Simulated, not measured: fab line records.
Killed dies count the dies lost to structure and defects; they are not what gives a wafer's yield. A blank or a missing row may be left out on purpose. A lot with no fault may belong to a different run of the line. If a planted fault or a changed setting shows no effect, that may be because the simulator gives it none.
Code-filled problem report in 8D (eight disciplines) form -- flow n5_finfet -- the parts of the form that need people (team, actions taken, sign-off) are left out

## 1. WHAT WENT WRONG
GC_FILL_THK at N5_GATE_CUT_THK_MEAS_24 reads a mean of 306.9 nm on 1 wafer of 1 lot; wafers without a fault read 219.7 nm with a standard deviation of 2.8. Relative to the usual mean, that is a shift of +31 standard deviations.
The first sign was on wafer L325.2 at day 6 08:41, on film_metro-01. Wafers with a number at this step in the record: 22, from 8 lots. The rule behind "out" and "out of limits": a value lying over 4 standard deviations away from the usual mean. Any other wafer with a number is counted as sound.

## 2. WHAT IT IS, AND WHAT IT ISN'T
question,is,is not
which readings at this step,GC_FILL_THK,-
which lots,L325,"L319, L320, L335, L336, L339, L340, L341"
which wafers of those lots,L325.2,L325.3
read on which gauges,film_metro-01,film_metro-02
when,from day 6 08:41,"up to then (7 sound wafers); but 14 sound wafers of L335, L336, L339, L340, L341 came after"

## 3. THE SUSPECTS, EACH WITH WHAT RULES IT OUT
Counting: if a tool at a process step up to the reading ran every lot that is out, it stays a suspect. Sound lots after the first of them don't rule it out here, since some wafers of a struck lot are sound.
- the gauge at N5_GATE_CUT_THK_MEAS_24: ruled out. All the wafers that are out were read on film_metro-01, but those of them that N5_GATE_CUT_HM_OPEN_40 has rows for are out there too, on other tools.
- ald_sin-04 at N5_GATE_CUT_SAC_CAP_01 (material SiNx, target thk 24 nm, pulse time 1 s, ald cycles 480): kept. The lot that is out, L325, ran on it at day 6 02:56; the last sound lot it ran before that was L320, at day 4 19:26.
- pecvd-03 at N5_GATE_CUT_HM_DEP_46 (deposits SiO2 from TEOS/O2, target thk 130 nm, time 26.6 s): kept. The lot that is out, L325, ran on it at day 6 05:32; the last sound lot it ran before that was L320, at day 4 22:02.
- rie_diel-01 at N5_GATE_CUT_HM_OPEN_40 (chemistry C4F6/O2, target SiO2, target depth 139 nm, time 85.1 s): kept. The lot that is out, L325, ran on it at day 6 06:13; the last sound lot it ran before that was L320, at day 4 22:47. Out on those wafers are its own readings of etch_rf_on_time_s.
- rie_metal-01 at N5_GATE_CUT_CUT_ETCH_55 (etches HfO2 in BCl3, target depth 3.2 nm): kept. It ran the lot that is out, L325 (day 6 06:34).
- rie_metal-01 at N5_GATE_CUT_VAPOR_ETCH_51 (etches HfO2 in BCl3/Cl2): kept. It ran the lot that is out, L325 (day 6 06:41).
- The sound lot-mates ran in chamber 2 of ald_sin-04 at N5_GATE_CUT_SAC_CAP_01, but the wafers that are out ran in chamber 3.
- The sound lot-mates ran in chamber 2 of pecvd-03 at N5_GATE_CUT_HM_DEP_46, but the wafers that are out ran in chamber 0.
- The sound lot-mates ran in chamber 0 of rie_diel-01 at N5_GATE_CUT_HM_OPEN_40, but the wafers that are out ran in chamber 1.
Left after counting: ald_sin-04 at N5_GATE_CUT_SAC_CAP_01, pecvd-03 at N5_GATE_CUT_HM_DEP_46, rie_diel-01 at N5_GATE_CUT_HM_OPEN_40, rie_metal-01 at N5_GATE_CUT_CUT_ETCH_55, rie_metal-01 at N5_GATE_CUT_VAPOR_ETCH_51.

## 4. THE CAUSE (what the simulator had put in)
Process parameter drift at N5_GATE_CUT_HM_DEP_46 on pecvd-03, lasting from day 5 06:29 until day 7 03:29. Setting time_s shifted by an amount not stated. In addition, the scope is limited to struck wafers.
Of the 5 suspects that counting leaves, this tool is one.

## 5. SEQUENCE OF EFFECTS, ordered by route
One row per reading whose mean, taken over the struck wafers that have a number, lies over 3 standard deviations from the usual. Readings are gone through only where the record gives a usual standard deviation; hours: the median, over the lots, of the time from a lot's start at the first step in this table giving one to that lot's start at this step; sigmas: the change measured in usual standard deviations.
hours,step,reading,usual,on struck wafers,change,sigmas
0,N5_GATE_CUT_HM_OPEN_40,etch_rf_on_time_s,94 s,161,+67,+20
2,N5_GATE_CUT_THK_MEAS_24,GC_FILL_THK,219.7 nm,306.9,+87.2,+31
It contains these process steps:
- N5_GATE_CUT_HM_OPEN_40: chemistry C4F6/O2, target SiO2, target depth 139 nm, time 85.1 s.
Readings that are blank on the struck wafers while sound wafers have them: bias_w at N5_GATE_CUT_HM_OPEN_40.
At these later measuring or inspecting steps, every struck wafer for which the step has a row has a number for every such reading, and none has moved that far: N5_BEOL_M4_RC_MEAS_101.

## 6. WHAT WOULD HAVE CAUGHT IT SOONER
Counted from the fault's start at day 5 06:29, it took 26 hours until the first out-of-limits reading at a measuring or inspecting step in this record, taken at day 6 08:41.
Tool readings at N5_GATE_CUT_HM_DEP_46 with a usual standard deviation given in the record: none out on any struck wafer, hence no alarm at a limit of 4 standard deviations on them.
By day 6 08:41, every lot that is out (1) had started N5_GATE_CUT_HM_DEP_46 on pecvd-03. Tool hold at that time: it would have spared none of them.
